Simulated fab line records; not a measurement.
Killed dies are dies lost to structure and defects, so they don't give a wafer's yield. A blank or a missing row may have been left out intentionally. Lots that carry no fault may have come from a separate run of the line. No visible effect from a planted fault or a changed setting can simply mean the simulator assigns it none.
Chamber matching    flow n5Finfet    N5_BEOL_M4_STRIP_36 on rieDiel-04 has 4 sister chambers
The step strips in N2/H2. 8 wafers are shown with their chamber, then 7 later ones without.

== WAFERS PAIRED WITH THEIR CHAMBERS ==
wafer   chamber  drypumpMotorCurrentA (A)  showerheadPlenumPTorr (Torr)
L079.4  2        4.9                       2.62
L086.3  1        5.8                       2.57
L089.3  2        4.9                       2.61
L091.2  1        5.8                       2.57
L091.3  0        6.0                       2.65
L091.5  3        4.9                       2.42
L090.1  0        6.1                       2.65
L090.4  3        4.9                       2.42

== WAFERS WHOSE CHAMBER IS MISSING ==
wafer   drypumpMotorCurrentA (A)  showerheadPlenumPTorr (Torr)
L090.6  4.9                       2.61
L093.3  4.9                       2.42
L093.4  4.9                       2.61
L093.5  6.0                       2.65
L094.1  5.8                       2.56
L094.4  6.0                       2.65
L094.6  5.8                       2.56

== EACH ONE'S CHAMBER ==
wafer   from the rows above  in truth
L090.6  2                    2
L093.3  3                    3
L093.4  2                    2
L093.5  0                    0
L094.1  1                    1
L094.4  0                    0
L094.6  1                    1
Correctly placed: 7 of 7. Not placeable from these rows: 0. Wrongly placed: 0.
How it was worked out, from the rows above alone: a wafer's distance from a chamber is the root of the sum, over the readings, of the square of ((its reading less the chamber's mean) divided by the reading's scatter). If the next closest chamber is less than 2 further off than the closest, the wafer can't be placed; otherwise it belongs to the closest. Each chamber's mean is taken over the wafers shown for it. The scatter is the square root of a quotient: the sum, over the shown wafers, of each reading's squared deviation from its chamber's mean, divided by wafers minus chambers.
